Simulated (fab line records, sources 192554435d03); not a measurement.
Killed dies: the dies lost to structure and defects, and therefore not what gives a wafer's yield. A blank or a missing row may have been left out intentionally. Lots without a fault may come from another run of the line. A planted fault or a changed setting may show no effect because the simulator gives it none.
A struck lot beside a sound one	flow n5 finfet	29 steps out of a route of 1938
Sound: wafers L281.3, L281.4, L281.5. Wafers L287.1, L287.2, L287.3 were the ones struck. The cause comes at the end.
Order at every step that has rows: each side's tool, ch and its chambers, its first start. Under that, the readings that differ: sound wafers	struck wafers	difference of the means	sigmas: that difference in standard deviations of wafers without a fault.
alike: readings with means less than 2 such deviations apart, plus words and numbers identical on both sides. not compared: withheld readings, readings lacking a value on some wafer, bounds such as >300 that could conceal the same value, and numbers that have no deviation in the record and whose values overlap.
A row with sigmas, a row that says differs or no value, or rows on one side alone: a step with any of these is where the two part. Non-overlapping numbers with no deviation appear without sigmas and do not part them. A reading missing from all wafers of one side parts the sides only when that side holds two or more wafers.

first, 1 step without rows for these wafers: N5_BEOL_M3_ECD_50 (material Cu, target thk 300 nm).
N5_BEOL_M3_ANNEAL_51: time 90 s.
  sound on rtp anneal-01 ch 0, day 8 19:12; struck on rtp anneal-02 ch 0, day 10 23:22
  alike: wafer_temp_C_max
then, 1 step without rows for these wafers: N5_BEOL_M3_CMP_52 (polishes, stops on SiOC, t overpolish 6.8 s, target thk 40 nm).
N5_BEOL_M3_THK_MEAS_53: measures by xrf.
  sound: film metro-01 at day 8 19:43; struck: film metro-02 at day 10 23:58
  alike: M3_THK
N5_BEOL_M3_PRE_CLEAN_60: time 15 s.
  sound on cvd co-02 ch 0,1,2, day 8 19:44; struck on cvd co-02 ch 0,1,2, day 11 00:00
  alike: heater power w
N5_BEOL_M3_CO_CAP_55: material Co, precursor CCTBA/H2, target thk 2 nm, time 102.1 s.
  sound on cvd co-02 ch 0,1,2, day 8 19:47; struck on cvd co-02 ch 0,1,2, day 11 00:02
  alike: heater power w
then, 1 step without rows for these wafers: N5_BEOL_M3_PRE_CLEAN_56 (time 15 s).
N5_BEOL_M3_DEP_57: deposits SiCN from 3MS/NH3, target thk 8 nm, time 14 s.
  sound on pecvd-04 ch 0,2, day 8 19:54; struck on pecvd-02 ch 0,1,2, day 11 00:09
  alike: showerhead plenum p Torr, throttle valve pct
N5_BEOL_M3_RS_MEAS_58: the measuring method here is four-point-probe.
  sound: film metro-02 at day 8 19:58; struck: film metro-02 at day 11 00:13
  alike: M3_RS
N5_BEOL_M3_INSPECT_59: inspects for defects (darkfield).
  sound: defect inspect-02 at day 8 19:59; struck: defect inspect-02 at day 11 00:15
  alike: raw defect count
N5_BEOL_M4_ILD_DEP_00: deposits SiOC from DEMS/O2, target thk 79 nm, time 15.3 s.
  sound on pecvd-02 ch 0,1, day 8 20:02; struck on pecvd-02 ch 0,1,2, day 11 00:17
  alike: heater power w, showerhead plenum p Torr, throttle valve pct
N5_BEOL_M4_THK_MEAS_01:
  sound: film metro-02 at day 8 20:06; struck: film metro-02 at day 11 00:21
  alike: M4_ILD_THK
N5_BEOL_M4_PECVD_72: deposits SiO2 from TEOS/O2, target thk 16 nm, time 18 s.
  sound on pecvd-03 ch 1,2, day 8 20:08; struck on pecvd-03 ch 0,1,2, day 11 00:23
  alike: heater power w, showerhead plenum p Torr, throttle valve pct
then, 10 steps without rows for these wafers: N5_BEOL_M4_HM_DEP_02 (deposits TiN, target thk 20 nm); N5_BEOL_M4_COAT_61 (time 60 s, resist thk 60 nm); N5_BEOL_M4_COAT_62 (time 60 s, resist thk 12 nm); N5_BEOL_M4_COAT_73 (time 60 s, resist thk 5 nm); N5_BEOL_M4_COAT_05 (resist thk 30 nm); N5_BEOL_M4_EBR_07; N5_BEOL_M4_SOFTBAKE_06 (time 60 s); N5_BEOL_M4_EXPOSE_08 (exposes mask M4); N5_BEOL_M4_PEB_09 (peb time 60 s); N5_BEOL_M4_DEVELOP_10 (develop time 30 s).
N5_BEOL_M4_CD_MEAS_11: the cd target is 16.79 nm.
  sound on cd sem-03 ch 0, day 8 21:11; struck on cd sem-02 ch 0, day 11 02:03
  alike: cd nm
N5_BEOL_M4_OVL_MEAS_12:
  sound on overlay-01 ch 0, day 8 21:14; struck on overlay-01 ch 0, day 11 02:05
  alike: M4_OVL
N5_BEOL_M4_INSPECT_13: inspects for defects (brightfield).
  sound: defect inspect-02 at day 8 21:16; struck: defect inspect-02 at day 11 02:09
reading	sound	struck	difference	sigmas
raw defect count	468 471 348	1253 1115 1160	+747	+7
then, 1 step without rows for these wafers: N5_BEOL_M4_DESCUM_16 (chemistry O2, time 7 s).
N5_BEOL_M4_RC_MEAS_101:
  sound on prober-02 ch 0, day 9 17:15; struck on prober-01 ch 0, day 11 09:47
  alike: DIBL_N, DIBL_P, IOFF_N, IOFF_P, ION_N, ION_P, SS_N, SS_P, VT_N, VT_P
-- the record jumps here: 5 days lie between the struck wafers' starts before and after (it left off in module BEOL_M4 and takes up again in module PASSIVATION, whose first step shown is number 1936 of the route) --
N5_PASSIVATION_PROBE_49:
  sound: prober-02 at day 14 09:20; struck: prober-01 at day 16 04:07
reading	sound	struck	difference	sigmas
defect limited yield (%)	92.8 94.7 94.5	77.9 79.8 81.6	-14.2	-8
killed_at_M4_up	9 7 10	156 136 123	+130	+25
killed dies	85 63 65	261 238 217	+168	+8
killed on rim	7 10 10	13 26 26	+13	+3
killed open	48 38 41	87 82 76	+39	+3
sort_bin_5_function (%)	4.2 2.5 3.1	11.9 12.7 11.7	+8.8	+8
sort_bin_6_memory (%)	2.9 2.5 2.2	5.3 3.8 4.2	+1.9	+3
sort n pass	1095 1117 1115	919 942 963	-168	-8
sort yield pct (%)	92.8 94.7 94.5	77.9 79.8 81.6	-14.2	-8
  alike: killed_at_M0_to_M3, killed at contacts, killed at front end, killed at other, killed short, sort_bin_8_speed

WHERE THEY PART
Last at N5_PASSIVATION_PROBE_49 as far as this record goes, first at N5_BEOL_M4_INSPECT_13.

WHY: whatever the simulator had introduced
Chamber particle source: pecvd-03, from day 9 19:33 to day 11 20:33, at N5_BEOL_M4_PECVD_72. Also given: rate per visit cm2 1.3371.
